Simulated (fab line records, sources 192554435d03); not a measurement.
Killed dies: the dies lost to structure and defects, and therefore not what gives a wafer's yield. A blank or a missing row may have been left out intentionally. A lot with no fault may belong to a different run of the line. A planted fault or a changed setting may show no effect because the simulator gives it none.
fab line records | flow n5Finfet
record lots=24 | wafers=72 | lastDay=18
route steps=1938 shown BEOL_M12@1641 BEOL_M13@1675 BEOL_M14@1727
lots with no fault: from the same line, run without faults
startH: hours from the record's opening day to when the first of the lot's shown wafers began | waitH: hours elapsed since this lot's preceding step | " same as the row above | L1.1+2: a row that stands for several wafers | - no value, or no start given | * or withheld: withheld | < > ~ a bound
route shown NAME@n: NAME is a module with steps in the file, n the number in the route of the first one | usual: mean/standard deviation of fault-free wafers | same: alike in all rows | chamber/n: place in a boat | sites: per-site readings | _std_site: standard deviation of those values | _edge_site: mean of outer sites minus mean of inner sites | radiusMm: for every site, how far away it sits from the centre of the wafer | mask NAME#n: copy n | behind: the tool/chamber that last shaped the wafer | hold: why the lot went on hold/how many hours it stayed there/how the hold came to an end | device: whichever transistor did not switch (one of n, p or np) | end of line: tests of these same wafers at the route's end | a step without rows: its recipe alone | killed: dies lost to structure and defects at the first sort, not the wafer's yield | map: per-die view of a wafer (x killed, . not killed, _ where there is no die)
set.NAME: the run value of the setting; set.NAME@STEP: its run value at that earlier step | model.NAME: the simulator's own value behind a step, which no gauge read
steps of the route over a sample of lots; a table a step, a row a wafer
## steps
# step N5_BEOL_M12_OCD_MEAS_35
# usual trenchDepthNm=319/3.7
lot.wafer | tool   | chamber | startH | waitH | trenchDepthNm
L075.2    | ocd-02 | -       | 254.04 | 0.0   | 313
L075.3    | "      | -       | "      | "     | 314
L075.5    | "      | -       | "      | "     | 318
L074.3    | ocd-01 | -       | 259.02 | 0.0   | 315
L074.4    | "      | -       | "      | "     | 321
L074.5    | "      | -       | "      | "     | 315
L076.1    | ocd-01 | -       | 259.65 | 0.0   | 313
L076.2    | "      | -       | "      | "     | 317
L076.4    | "      | -       | "      | "     | 312
L077.4    | ocd-01 | -       | 261.86 | 0.0   | 327
L077.5    | "      | -       | "      | "     | 327
L077.6    | "      | -       | "      | "     | 315
L079.2    | ocd-02 | -       | 278.01 | 0.0   | 320
L079.3    | "      | -       | "      | "     | 316
L079.4    | "      | -       | "      | "     | 321
L078.2    | ocd-01 | -       | 278.61 | 0.0   | 319
L078.3    | "      | -       | "      | "     | 318
L078.6    | "      | -       | "      | "     | 319
L082.1    | ocd-02 | -       | 286.45 | 0.0   | 327
L082.2    | "      | -       | "      | "     | 321
L082.6    | "      | -       | "      | "     | 323
L080.2    | ocd-02 | -       | 289.29 | 0.0   | 320
L080.4    | "      | -       | "      | "     | 315
L080.5    | "      | -       | "      | "     | 319
L081.2    | ocd-01 | -       | 289.79 | 0.0   | 315
L081.5    | "      | -       | "      | "     | 318
L081.6    | "      | -       | "      | "     | 320
L083.4    | ocd-02 | -       | 306.25 | 0.0   | 323
L083.5    | "      | -       | "      | "     | 324
L083.6    | "      | -       | "      | "     | 326
L086.1    | ocd-02 | -       | 319.47 | 0.0   | 311
L086.4    | "      | -       | "      | "     | 318
L086.6    | "      | -       | "      | "     | 323
L085.1    | ocd-02 | -       | 319.93 | 0.0   | 320
L085.4    | "      | -       | "      | "     | 320
L085.5    | "      | -       | "      | "     | 319
L084.2    | ocd-01 | -       | 320.56 | 0.0   | 320
L084.4    | "      | -       | "      | "     | 323
L084.6    | "      | -       | "      | "     | 318
L089.4    | ocd-01 | -       | 330.37 | 0.0   | 318
L089.5    | "      | -       | "      | "     | 319
L089.6    | "      | -       | "      | "     | 319
L088.1    | ocd-02 | -       | 330.74 | 0.0   | 321
L088.3    | "      | -       | "      | "     | 314
L088.4    | "      | -       | "      | "     | 323
L087.1    | ocd-02 | -       | 332.48 | 0.0   | 318
L087.2    | "      | -       | "      | "     | 315
L087.3    | "      | -       | "      | "     | 320
L091.1    | ocd-01 | -       | 336.56 | 0.0   | 319
L091.3    | "      | -       | "      | "     | 321
L091.6    | "      | -       | "      | "     | 321
L090.1    | ocd-02 | -       | 339.54 | 0.0   | 319
L090.2    | "      | -       | "      | "     | 317
L090.3    | "      | -       | "      | "     | 317
L092.1    | ocd-02 | -       | 343.56 | 0.0   | 320
L092.4    | "      | -       | "      | "     | 317
L092.5    | "      | -       | "      | "     | 320
L093.1    | ocd-02 | -       | 345.46 | 0.0   | 324
L093.4    | "      | -       | "      | "     | 320
L093.6    | "      | -       | "      | "     | 324
L094.2    | ocd-01 | -       | 370.75 | 0.0   | 323
L094.3    | "      | -       | "      | "     | 323
L094.6    | "      | -       | "      | "     | 312
L095.2    | ocd-01 | -       | 378.41 | 0.0   | 323
L095.4    | "      | -       | "      | "     | 321
L095.5    | "      | -       | "      | "     | 321
L097.2    | ocd-01 | -       | 382.09 | 0.0   | 320
L097.3    | "      | -       | "      | "     | 323
L097.5    | "      | -       | "      | "     | 320
L096.3    | ocd-02 | -       | 388.12 | 0.0   | 314
L096.4    | "      | -       | "      | "     | 314
L096.6    | "      | -       | "      | "     | 316
# step N5_BEOL_M12_PRE_CLEAN_42
# recipe gas=H2/He | timeS=30 | tempC=250
# usual heaterPowerW=316/22
lot.wafer | tool          | chamber | startH | waitH | heaterPowerW
L075.2    | pvdSputter-01 | -       | 255.25 | 0.0   | 298
L075.3    | "             | -       | "      | "     | 340
L075.5    | "             | -       | "      | "     | 292
L074.3    | pvdSputter-01 | -       | 263.94 | 0.0   | 347
L074.4    | "             | -       | "      | "     | 297
L074.5    | "             | -       | "      | "     | 292
L076.1    | pvdSputter-02 | -       | 264.04 | 0.0   | 298
L076.2    | "             | -       | "      | "     | 352
L076.4    | "             | -       | "      | "     | 309
L077.4    | pvdSputter-03 | -       | 264.31 | 0.0   | 343
L077.5    | "             | -       | "      | "     | 329
L077.6    | "             | -       | "      | "     | 289
L078.2    | pvdSputter-01 | -       | 279.93 | 0.0   | 343
L078.3    | "             | -       | "      | "     | 301
L078.6    | "             | -       | "      | "     | 335
L079.2    | pvdSputter-01 | -       | 280.25 | 0.0   | 341
L079.3    | "             | -       | "      | "     | 334
L079.4    | "             | -       | "      | "     | 296
L082.1    | pvdSputter-03 | -       | 293.60 | 0.0   | 342
L082.2    | "             | -       | "      | "     | 288
L082.6    | "             | -       | "      | "     | 340
L080.2    | pvdSputter-01 | -       | 296.77 | 0.0   | 333
L080.4    | "             | -       | "      | "     | 337
L080.5    | "             | -       | "      | "     | 308
L081.2    | pvdSputter-03 | -       | 298.06 | 0.0   | 321
L081.5    | "             | -       | "      | "     | 342
L081.6    | "             | -       | "      | "     | 297
L083.4    | pvdSputter-03 | -       | 311.89 | 0.0   | 338
L083.5    | "             | -       | "      | "     | 324
L083.6    | "             | -       | "      | "     | 318
L086.1    | pvdSputter-03 | -       | 320.05 | 0.0   | 283
L086.4    | "             | -       | "      | "     | 328
L086.6    | "             | -       | "      | "     | 310
L085.1    | pvdSputter-02 | -       | 325.44 | 0.0   | 295
L085.4    | "             | -       | "      | "     | 288
L085.5    | "             | -       | "      | "     | 278
L084.2    | pvdSputter-01 | -       | 326.38 | 0.0   | 311
L084.4    | "             | -       | "      | "     | 340
L084.6    | "             | -       | "      | "     | 335
L089.4    | pvdSputter-03 | -       | 333.73 | 0.0   | 333
L089.5    | "             | -       | "      | "     | 335
L089.6    | "             | -       | "      | "     | 308
L087.1    | pvdSputter-01 | -       | 334.99 | 0.0   | 344
L087.2    | "             | -       | "      | "     | 306
L087.3    | "             | -       | "      | "     | 340
L088.1    | pvdSputter-01 | -       | 337.43 | 0.0   | 336
L088.3    | "             | -       | "      | "     | 334
L088.4    | "             | -       | "      | "     | 306
L091.1    | pvdSputter-02 | -       | 338.02 | 0.0   | 277
L091.3    | "             | -       | "      | "     | 310
L091.6    | "             | -       | "      | "     | 361
L090.1    | pvdSputter-02 | -       | 340.70 | 0.0   | 304
L090.2    | "             | -       | "      | "     | 287
L090.3    | "             | -       | "      | "     | 356
L092.1    | pvdSputter-02 | -       | 345.33 | 0.0   | 357
L092.4    | "             | -       | "      | "     | 283
L092.5    | "             | -       | "      | "     | 282
L093.1    | pvdSputter-02 | -       | 346.41 | 0.0   | 300
L093.4    | "             | -       | "      | "     | 352
L093.6    | "             | -       | "      | "     | 300
L094.2    | pvdSputter-02 | -       | 373.03 | 0.0   | 359
L094.3    | "             | -       | "      | "     | 295
L094.6    | "             | -       | "      | "     | 293
L095.2    | pvdSputter-01 | -       | 379.56 | 0.0   | 343
L095.4    | "             | -       | "      | "     | 343
L095.5    | "             | -       | "      | "     | 308
L097.2    | pvdSputter-02 | -       | 383.92 | 0.0   | 355
L097.3    | "             | -       | "      | "     | 284
L097.5    | "             | -       | "      | "     | 309
L096.3    | pvdSputter-01 | -       | 389.69 | 0.0   | 336
L096.4    | "             | -       | "      | "     | 347
L096.6    | "             | -       | "      | "     | 293
# step N5_BEOL_M13_STRIP_63
# recipe chemistry=N2/H2 | powerW=1000 | tempC=250 | h2Frac=0.65 | overashFraction=0.3 | pressureMtorr=1000 | n2FlowSccm=1750 | h2FlowSccm=3250
# usual drypumpMotorCurrentA=5.8/0.32 | heaterPowerW=354/32 | oesProductAu=0.675/0.0046 | stripTimeToEndpointS=28.3/1
lot.wafer | tool           | chamber | startH | waitH | drypumpMotorCurrentA | heaterPowerW | oesProductAu | rfHoursCounterH | stripTimeToEndpointS
L075.2    | plasmaAsher-02 | 0       | 257.59 | -     | 5.5                  | 367          | 0.674        | 72              | 30.1
L075.3    | "              | 0       | "      | "     | 5.5                  | 361          | 0.669        | -               | 30.0
L075.5    | "              | 0       | "      | "     | 5.5                  | 365          | 0.671        | -               | 29.5
L074.3    | plasmaAsher-02 | 0       | 266.28 | -     | 5.5                  | 360          | 0.675        | -               | 28.1
L074.4    | "              | 1       | "      | "     | 5.9                  | 370          | 0.672        | -               | 26.1
L074.5    | "              | 1       | "      | "     | 5.9                  | 371          | 0.672        | -               | 27.7
L076.1    | plasmaAsher-01 | 1       | 266.56 | -     | 6.2                  | 392          | 0.674        | 128             | 28.2
L076.2    | "              | 0       | "      | "     | 5.4                  | 295          | 0.681        | 128             | 29.9
L076.4    | "              | 0       | "      | "     | 5.4                  | 300          | 0.670        | -               | 27.5
L077.4    | plasmaAsher-02 | 1       | 266.69 | -     | 6.0                  | 368          | 0.681        | -               | 28.5
L077.5    | "              | 0       | "      | "     | 5.5                  | 372          | 0.671        | -               | 27.4
L077.6    | "              | 1       | "      | "     | 6.0                  | 361          | 0.669        | -               | 27.3
L078.2    | plasmaAsher-01 | 1       | 282.14 | -     | 6.1                  | 383          | 0.671        | 131             | 28.3
L078.3    | "              | 1       | "      | "     | 6.2                  | 375          | 0.677        | -               | 27.7
L078.6    | "              | 1       | "      | "     | 6.1                  | 386          | 0.668        | -               | 26.5
L079.2    | plasmaAsher-02 | 0       | 283.23 | -     | 5.5                  | 373          | 0.679        | 76              | 28.5
L079.3    | "              | 0       | "      | "     | 5.5                  | 374          | 0.678        | -               | 29.2
L079.4    | "              | 1       | "      | "     | 5.9                  | 370          | 0.673        | -               | 27.9
L082.1    | plasmaAsher-01 | 1       | 296.06 | -     | 6.1                  | 381          | 0.668        | 134             | 28.6
L082.2    | "              | 0       | "      | "     | 5.4                  | 302          | 0.675        | 134             | 28.9
L082.6    | "              | 1       | "      | "     | 6.2                  | 379          | 0.673        | -               | 28.2
L080.2    | plasmaAsher-02 | 0       | 299.42 | -     | 5.5                  | 367          | 0.668        | 79              | 28.8
L080.4    | "              | 1       | "      | "     | 5.9                  | 365          | 0.677        | -               | 26.9
L080.5    | "              | 1       | "      | "     | 6.0                  | 370          | 0.683        | -               | 26.7
L081.2    | plasmaAsher-01 | 1       | 300.45 | -     | 6.2                  | 384          | 0.682        | 135             | 30.5
L081.5    | "              | 0       | "      | "     | 5.4                  | 299          | 0.684        | -               | 29.2
L081.6    | "              | 1       | "      | "     | 6.2                  | 374          | 0.681        | -               | 29.5
L083.4    | plasmaAsher-02 | 1       | 314.14 | -     | 6.0                  | 378          | 0.675        | -               | 28.3
L083.5    | "              | 0       | "      | "     | 5.5                  | 374          | 0.675        | -               | 28.8
L083.6    | "              | 1       | "      | "     | 5.9                  | 363          | 0.675        | -               | 28.0
L086.1    | plasmaAsher-02 | 1       | 322.51 | -     | 5.9                  | 361          | 0.675        | 83              | 28.3
L086.4    | "              | 1       | "      | "     | 6.0                  | 362          | 0.677        | -               | 27.3
L086.6    | "              | 0       | "      | "     | 5.5                  | 366          | 0.679        | -               | 27.4
L085.1    | plasmaAsher-01 | 1       | 327.89 | -     | 6.1                  | 385          | 0.677        | 140             | 27.8
L085.4    | "              | 1       | "      | "     | 6.1                  | 379          | 0.672        | -               | 28.2
L085.5    | "              | 1       | "      | "     | 6.2                  | 383          | 0.668        | -               | 28.2
L084.2    | plasmaAsher-01 | 1       | 328.61 | -     | 6.1                  | 375          | 0.679        | 140             | 29.3
L084.4    | "              | 0       | "      | "     | 5.4                  | 302          | 0.676        | -               | 29.6
L084.6    | "              | 0       | "      | "     | 5.4                  | 302          | 0.678        | -               | 28.7
L089.4    | plasmaAsher-02 | 0       | 336.14 | -     | 5.5                  | 363          | 0.671        | -               | 28.1
L089.5    | "              | 0       | "      | "     | 5.5                  | 371          | 0.673        | -               | 26.9
L089.6    | "              | 1       | "      | "     | 5.9                  | 364          | 0.668        | -               | 27.7
L087.1    | plasmaAsher-01 | 1       | 337.24 | -     | 6.1                  | 367          | 0.670        | 143             | 28.9
L087.2    | "              | 0       | "      | "     | 5.4                  | 304          | 0.675        | 143             | 28.6
L087.3    | "              | 1       | "      | "     | 6.2                  | 376          | 0.681        | -               | 30.2
L088.1    | plasmaAsher-01 | 1       | 340.44 | -     | 6.2                  | 377          | 0.673        | 144             | 29.5
L088.3    | "              | 0       | "      | "     | 5.4                  | 303          | 0.681        | -               | 29.1
L088.4    | "              | 1       | "      | "     | 6.2                  | 383          | 0.676        | -               | 27.9
L091.1    | plasmaAsher-02 | 0       | 340.75 | -     | 5.5                  | 364          | 0.676        | 87              | 27.3
L091.3    | "              | 1       | "      | "     | 6.0                  | 370          | 0.678        | -               | 28.2
L091.6    | "              | 0       | "      | "     | 5.5                  | 374          | 0.673        | -               | 26.0
L090.1    | plasmaAsher-02 | 0       | 343.25 | -     | 5.5                  | 368          | 0.671        | 88              | 29.3
L090.2    | "              | 1       | "      | "     | 5.9                  | 369          | 0.680        | 88              | 29.1
L090.3    | "              | 1       | "      | "     | 5.9                  | 374          | 0.672        | -               | 28.7
L092.1    | plasmaAsher-01 | 0       | 347.56 | -     | 5.4                  | 293          | 0.673        | 145             | 28.1
L092.4    | "              | 1       | "      | "     | 6.1                  | 387          | 0.677        | -               | 28.3
L092.5    | "              | 0       | "      | "     | 5.3                  | 304          | 0.673        | -               | 27.7
L093.1    | plasmaAsher-02 | 1       | 349.21 | -     | 5.9                  | 369          | 0.677        | 90              | 30.1
L093.4    | "              | 1       | "      | "     | 6.0                  | 363          | 0.679        | -               | 27.8
L093.6    | "              | 0       | "      | "     | 5.6                  | 373          | 0.672        | -               | 28.3
L094.2    | plasmaAsher-01 | 0       | 375.13 | -     | 5.4                  | 298          | 0.672        | 150             | 29.8
L094.3    | "              | 1       | "      | "     | 6.2                  | 383          | 0.672        | -               | 28.1
L094.6    | "              | 0       | "      | "     | 5.4                  | 295          | 0.683        | -               | 27.7
L095.2    | plasmaAsher-01 | 1       | 381.68 | -     | 6.1                  | 381          | 0.677        | 151             | 27.9
L095.4    | "              | 1       | "      | "     | 6.2                  | 386          | 0.675        | -               | 27.3
L095.5    | "              | 1       | "      | "     | 6.2                  | 377          | 0.676        | -               | 28.1
L097.2    | plasmaAsher-02 | 1       | 386.20 | -     | 5.9                  | 362          | 0.667        | 97              | 27.1
L097.3    | "              | 0       | "      | "     | 5.6                  | 364          | 0.676        | -               | 28.7
L097.5    | "              | 0       | "      | "     | 5.5                  | 367          | 0.671        | -               | 26.7
L096.3    | plasmaAsher-01 | 1       | 392.20 | -     | 6.1                  | 393          | 0.676        | -               | 28.9
L096.4    | "              | 0       | "      | "     | 5.4                  | 303          | 0.663        | -               | 26.6
L096.6    | "              | 0       | "      | "     | 5.4                  | 302          | 0.674        | -               | 27.4
# step N5_BEOL_M13_SPUTTER_45
# recipe material=Cu | targetThkA=800 | tempC=-20 | biasV=60 | powerW=26000 | chamberPressurePa=0.13 | timeS=13.33
# usual biasV=60.0/0.59 | chamberPressurePa=0.13/0.00023 | throttleValvePct=30.7/0.86
lot.wafer | tool          | chamber | startH | waitH | biasV | chamberPressurePa | throttleValvePct
L075.2    | pvdSputter-03 | -       | 263.71 | 0.0   | 58.6  | 0.13015           | 30.2
L075.3    | "             | -       | "      | "     | 60.5  | 0.13009           | 30.6
L075.5    | "             | -       | "      | "     | 59.4  | 0.1299            | 31.9
L074.3    | pvdSputter-01 | -       | 274.62 | 0.0   | 60.3  | 0.12947           | 29.7
L074.4    | "             | -       | "      | "     | 60.6  | 0.13012           | 29.5
L074.5    | "             | -       | "      | "     | 60.8  | 0.12988           | 30.6
L076.1    | pvdSputter-02 | -       | 275.16 | 0.0   | 59.2  | 0.1303            | 29.8
L076.2    | "             | -       | "      | "     | 59.3  | 0.12991           | 31.3
L076.4    | "             | -       | "      | "     | 60.4  | 0.13009           | 32.5
L077.4    | pvdSputter-03 | -       | 275.45 | 0.0   | 60.1  | 0.12969           | 31.4
L077.5    | "             | -       | "      | "     | 59.8  | 0.13017           | 31.7
L077.6    | "             | -       | "      | "     | 60.2  | 0.1301            | 30.5
L078.2    | pvdSputter-03 | -       | 286.26 | 0.0   | 59.4  | 0.12976           | 31.9
L078.3    | "             | -       | "      | "     | 59.5  | 0.12973           | 30.5
L078.6    | "             | -       | "      | "     | 60.1  | 0.12983           | 31.6
L079.2    | pvdSputter-03 | -       | 290.50 | 0.0   | 59.0  | 0.13015           | 32.1
L079.3    | "             | -       | "      | "     | 59.0  | 0.13006           | 31.6
L079.4    | "             | -       | "      | "     | 60.9  | 0.13025           | 30.9
L082.1    | pvdSputter-03 | -       | 298.82 | 0.0   | 61.2  | 0.13041           | 30.4
L082.2    | "             | -       | "      | "     | 60.2  | 0.12945           | 31.7
L082.6    | "             | -       | "      | "     | 59.9  | 0.13025           | 30.4
L080.2    | pvdSputter-03 | -       | 302.26 | 0.0   | 59.9  | 0.12981           | 30.7
L080.4    | "             | -       | "      | "     | 59.7  | 0.12998           | 31.8
L080.5    | "             | -       | "      | "     | 60.2  | 0.12947           | 31.6
L081.2    | pvdSputter-01 | -       | 302.38 | 0.0   | 60.0  | 0.13008           | 30.4
L081.5    | "             | -       | "      | "     | 59.6  | 0.12967           | 30.3
L081.6    | "             | -       | "      | "     | 59.9  | 0.13007           | 29.7
L083.4    | pvdSputter-02 | -       | 319.28 | 0.0   | 59.7  | 0.13037           | 31.5
L083.5    | "             | -       | "      | "     | 60.4  | 0.13024           | 29.4
L083.6    | "             | -       | "      | "     | 60.0  | 0.12994           | 30.6
L086.1    | pvdSputter-02 | -       | 327.92 | 0.0   | 59.8  | 0.1297            | 31.5
L086.4    | "             | -       | "      | "     | 60.3  | 0.13019           | 29.7
L086.6    | "             | -       | "      | "     | 59.3  | 0.1305            | 30.5
L085.1    | pvdSputter-01 | -       | 331.47 | 0.0   | 60.4  | 0.13009           | 30.0
L085.4    | "             | -       | "      | "     | 59.5  | 0.13006           | 30.3
L085.5    | "             | -       | "      | "     | 60.5  | 0.12984           | 29.6
L084.2    | pvdSputter-02 | -       | 333.47 | 0.0   | 60.1  | 0.13002           | 32.4
L084.4    | "             | -       | "      | "     | 60.1  | 0.12994           | 31.4
L084.6    | "             | -       | "      | "     | 60.2  | 0.12965           | 31.3
L089.4    | pvdSputter-01 | -       | 338.29 | 0.0   | 60.1  | 0.13001           | 30.3
L089.5    | "             | -       | "      | "     | 60.7  | 0.13015           | 29.7
L089.6    | "             | -       | "      | "     | 58.7  | 0.12998           | 29.7
L087.1    | pvdSputter-02 | -       | 341.78 | 0.0   | 59.9  | 0.12974           | 30.8
L087.2    | "             | -       | "      | "     | 60.0  | 0.12981           | 29.8
L087.3    | "             | -       | "      | "     | 60.3  | 0.12989           | 31.4
L088.1    | pvdSputter-03 | -       | 342.42 | 0.0   | 59.9  | 0.13011           | 30.6
L088.3    | "             | -       | "      | "     | 59.9  | 0.13043           | 31.5
L088.4    | "             | -       | "      | "     | 60.2  | 0.12987           | 32.1
L091.1    | pvdSputter-03 | -       | 344.93 | 0.0   | 61.2  | 0.13024           | 31.6
L091.3    | "             | -       | "      | "     | 60.0  | 0.13018           | 31.9
L091.6    | "             | -       | "      | "     | 60.2  | 0.13036           | 31.6
L090.1    | pvdSputter-02 | -       | 346.25 | 0.0   | 60.5  | 0.13012           | 30.6
L090.2    | "             | -       | "      | "     | 60.2  | 0.13033           | 29.8
L090.3    | "             | -       | "      | "     | 60.2  | 0.12993           | 32.4
L092.1    | pvdSputter-02 | -       | 356.95 | 0.0   | 60.0  | 0.13016           | 29.7
L092.4    | "             | -       | "      | "     | 59.6  | 0.13001           | 30.9
L092.5    | "             | -       | "      | "     | 60.2  | 0.12985           | 31.2
L093.1    | pvdSputter-01 | -       | 359.53 | 0.0   | 58.6  | 0.13005           | 29.8
L093.4    | "             | -       | "      | "     | 59.1  | 0.13015           | 30.4
L093.6    | "             | -       | "      | "     | 59.9  | 0.12998           | 30.4
L094.2    | pvdSputter-01 | -       | 378.32 | 0.0   | 60.8  | 0.12983           | 30.1
L094.3    | "             | -       | "      | "     | 60.0  | 0.13045           | 29.6
L094.6    | "             | -       | "      | "     | 58.9  | 0.12978           | 29.6
L095.2    | pvdSputter-01 | -       | 384.12 | 0.0   | 60.6  | 0.13021           | 29.7
L095.4    | "             | -       | "      | "     | 60.8  | 0.1298            | 30.5
L095.5    | "             | -       | "      | "     | 60.4  | 0.1297            | 29.7
L097.2    | pvdSputter-03 | -       | 389.46 | 0.0   | 60.0  | 0.12995           | 30.4
L097.3    | "             | -       | "      | "     | 58.7  | 0.13001           | 31.6
L097.5    | "             | -       | "      | "     | 58.8  | 0.12971           | 31.8
L096.3    | pvdSputter-02 | -       | 397.37 | 0.0   | 59.8  | 0.13013           | 30.6
L096.4    | "             | -       | "      | "     | 59.9  | 0.13022           | 31.5
L096.6    | "             | -       | "      | "     | 59.9  | 0.1303            | 30.5
# step N5_BEOL_M13_ANNEAL_48
# recipe tempC=225 | timeS=90 | ambient=N2
# usual wafer_temp_C_max=226.6/0.68
lot.wafer | tool         | chamber | startH | waitH | wafer_temp_C_max
L075.2    | rtpAnneal-01 | 0       | 264.20 | 0.3   | 226.6
L075.3    | "            | 0       | "      | "     | 227.2
L075.5    | "            | 0       | "      | "     | 226.6
L074.3    | rtpAnneal-01 | 0       | 275.32 | 0.5   | 226.7
L074.4    | "            | 0       | "      | "     | 226.8
L074.5    | "            | 0       | "      | "     | 227.9
L076.1    | rtpAnneal-01 | 0       | 275.77 | 0.4   | 227.2
L076.2    | "            | 0       | "      | "     | 226.9
L076.4    | "            | 0       | "      | "     | 227.1
L077.4    | rtpAnneal-02 | 0       | 275.99 | 0.3   | 226.0
L077.5    | "            | 0       | "      | "     | 226.1
L077.6    | "            | 0       | "      | "     | 226.0
L078.2    | rtpAnneal-01 | 0       | 286.89 | 0.5   | 226.5
L078.3    | "            | 0       | "      | "     | 227.3
L078.6    | "            | 0       | "      | "     | 227.0
L079.2    | rtpAnneal-02 | 0       | 290.82 | 0.2   | 225.7
L079.3    | "            | 0       | "      | "     | 225.5
L079.4    | "            | 0       | "      | "     | 225.5
L082.1    | rtpAnneal-01 | 0       | 299.10 | 0.1   | 227.1
L082.2    | "            | 0       | "      | "     | 227.2
L082.6    | "            | 0       | "      | "     | 226.9
L080.2    | rtpAnneal-02 | 0       | 302.58 | 0.2   | 225.7
L080.4    | "            | 0       | "      | "     | 225.3
L080.5    | "            | 0       | "      | "     | 225.7
L081.2    | rtpAnneal-01 | 0       | 303.19 | 0.6   | 226.5
L081.5    | "            | 0       | "      | "     | 227.5
L081.6    | "            | 0       | "      | "     | 226.9
L083.4    | rtpAnneal-01 | 0       | 319.70 | 0.2   | 227.5
L083.5    | "            | 0       | "      | "     | 227.0
L083.6    | "            | 0       | "      | "     | 227.2
L086.1    | rtpAnneal-02 | 0       | 328.20 | 0.1   | 225.8
L086.4    | "            | 0       | "      | "     | 225.7
L086.6    | "            | 0       | "      | "     | 225.7
L085.1    | rtpAnneal-02 | 0       | 331.75 | 0.1   | 225.3
L085.4    | "            | 0       | "      | "     | 225.5
L085.5    | "            | 0       | "      | "     | 225.8
L084.2    | rtpAnneal-01 | 0       | 334.23 | 0.6   | 227.3
L084.4    | "            | 0       | "      | "     | 227.1
L084.6    | "            | 0       | "      | "     | 226.7
L089.4    | rtpAnneal-01 | 0       | 339.45 | 1.0   | 227.2
L089.5    | "            | 0       | "      | "     | 226.6
L089.6    | "            | 0       | "      | "     | 226.7
L087.1    | rtpAnneal-01 | 0       | 342.06 | 0.1   | 226.8
L087.2    | "            | 0       | "      | "     | 226.9
L087.3    | "            | 0       | "      | "     | 227.4
L088.1    | rtpAnneal-01 | 0       | 342.70 | 0.1   | 227.3
L088.3    | "            | 0       | "      | "     | 227.5
L088.4    | "            | 0       | "      | "     | 226.9
L091.1    | rtpAnneal-01 | 0       | 345.26 | 0.2   | 227.5
L091.3    | "            | 0       | "      | "     | 227.1
L091.6    | "            | 0       | "      | "     | 226.4
L090.1    | rtpAnneal-01 | 0       | 347.33 | 0.9   | 227.2
L090.2    | "            | 0       | "      | "     | 227.0
L090.3    | "            | 0       | "      | "     | 226.6
L092.1    | rtpAnneal-01 | 0       | 357.23 | 0.1   | 226.2
L092.4    | "            | 0       | "      | "     | 226.7
L092.5    | "            | 0       | "      | "     | 227.5
L093.1    | rtpAnneal-01 | 0       | 359.81 | 0.1   | 226.8
L093.4    | "            | 0       | "      | "     | 227.0
L093.6    | "            | 0       | "      | "     | 227.2
L094.2    | rtpAnneal-02 | 0       | 378.65 | 0.2   | 225.8
L094.3    | "            | 0       | "      | "     | 225.6
L094.6    | "            | 0       | "      | "     | 225.5
L095.2    | rtpAnneal-01 | 0       | 384.60 | 0.3   | 227.1
L095.4    | "            | 0       | "      | "     | 226.0
L095.5    | "            | 0       | "      | "     | 226.7
L097.2    | rtpAnneal-02 | 0       | 389.99 | 0.4   | 226.1
L097.3    | "            | 0       | "      | "     | 226.0
L097.5    | "            | 0       | "      | "     | 225.9
L096.3    | rtpAnneal-02 | 0       | 397.74 | 0.2   | 225.8
L096.4    | "            | 0       | "      | "     | 225.8
L096.6    | "            | 0       | "      | "     | 225.5
# step N5_BEOL_M14_OVL_MEAS_11
# recipe pointsPerWafer=44
# usual V13_OVL=2/5.4
lot.wafer | tool       | chamber | startH | waitH | V13_OVL[nm]
L075.2    | overlay-02 | 0       | 265.46 | 0.0   | 1
L075.3    | "          | 0       | "      | "     | 5
L075.5    | "          | 0       | "      | "     | 9
L074.3    | overlay-01 | 0       | 277.03 | 0.0   | 6
L074.4    | "          | 0       | "      | "     | 11
L074.5    | "          | 0       | "      | "     | 7
L076.1    | overlay-01 | 0       | 277.48 | 0.0   | -4
L076.2    | "          | 0       | "      | "     | 0
L076.4    | "          | 0       | "      | "     | -3
L077.4    | overlay-01 | 0       | 277.64 | 0.0   | 8
L077.5    | "          | 0       | "      | "     | 3
L077.6    | "          | 0       | "      | "     | 6
L078.2    | overlay-02 | 0       | 288.28 | 0.0   | 0
L078.3    | "          | 0       | "      | "     | -5
L078.6    | "          | 0       | "      | "     | -8
L079.2    | overlay-01 | 0       | 292.09 | 0.0   | -4
L079.3    | "          | 0       | "      | "     | -1
L079.4    | "          | 0       | "      | "     | 2
L082.1    | overlay-01 | 0       | 300.53 | 0.0   | 12
L082.2    | "          | 0       | "      | "     | 6
L082.6    | "          | 0       | "      | "     | 6
L080.2    | overlay-01 | 0       | 304.04 | 0.0   | -1
L080.4    | "          | 0       | "      | "     | -7
L080.5    | "          | 0       | "      | "     | -5
L081.2    | overlay-02 | 0       | 304.58 | 0.0   | 4
L081.5    | "          | 0       | "      | "     | 11
L081.6    | "          | 0       | "      | "     | 5
L083.4    | overlay-01 | 0       | 320.95 | 0.0   | 8
L083.5    | "          | 0       | "      | "     | 4
L083.6    | "          | 0       | "      | "     | 3
L086.1    | overlay-02 | 0       | 329.51 | 0.0   | 4
L086.4    | "          | 0       | "      | "     | -7
L086.6    | "          | 0       | "      | "     | 4
L085.1    | overlay-01 | 0       | 333.19 | 0.0   | 4
L085.4    | "          | 0       | "      | "     | 0
L085.5    | "          | 0       | "      | "     | -1
L084.2    | overlay-02 | 0       | 335.64 | 0.0   | 9
L084.4    | "          | 0       | "      | "     | 5
L084.6    | "          | 0       | "      | "     | 8
L089.4    | overlay-02 | 0       | 340.77 | 0.0   | 2
L089.5    | "          | 0       | "      | "     | 6
L089.6    | "          | 0       | "      | "     | 3
L087.1    | overlay-01 | 0       | 343.37 | 0.0   | 0
L087.2    | "          | 0       | "      | "     | -8
L087.3    | "          | 0       | "      | "     | 0
L088.1    | overlay-02 | 0       | 344.15 | 0.0   | 5
L088.3    | "          | 0       | "      | "     | 1
L088.4    | "          | 0       | "      | "     | 0
L091.1    | overlay-01 | 0       | 346.59 | 0.0   | 3
L091.3    | "          | 0       | "      | "     | 8
L091.6    | "          | 0       | "      | "     | 3
L090.1    | overlay-02 | 0       | 348.78 | 0.0   | -2
L090.2    | "          | 0       | "      | "     | 6
L090.3    | "          | 0       | "      | "     | 2
L092.1    | overlay-01 | 0       | 358.54 | 0.0   | -2
L092.4    | "          | 0       | "      | "     | -5
L092.5    | "          | 0       | "      | "     | -15
L093.1    | overlay-01 | 0       | 361.12 | 0.0   | -1
L093.4    | "          | 0       | "      | "     | 4
L093.6    | "          | 0       | "      | "     | 9
L094.2    | overlay-02 | 0       | 380.05 | 0.0   | 5
L094.3    | "          | 0       | "      | "     | 1
L094.6    | "          | 0       | "      | "     | 5
L095.2    | overlay-01 | 0       | 385.99 | 0.0   | 7
L095.4    | "          | 0       | "      | "     | 0
L095.5    | "          | 0       | "      | "     | 0
L097.2    | overlay-02 | 0       | 391.38 | 0.0   | -3
L097.3    | "          | 0       | "      | "     | -10
L097.5    | "          | 0       | "      | "     | -5
L096.3    | overlay-02 | 0       | 399.05 | 0.0   | -7
L096.4    | "          | 0       | "      | "     | 0
L096.6    | "          | 0       | "      | "     | 1
## key
fault none
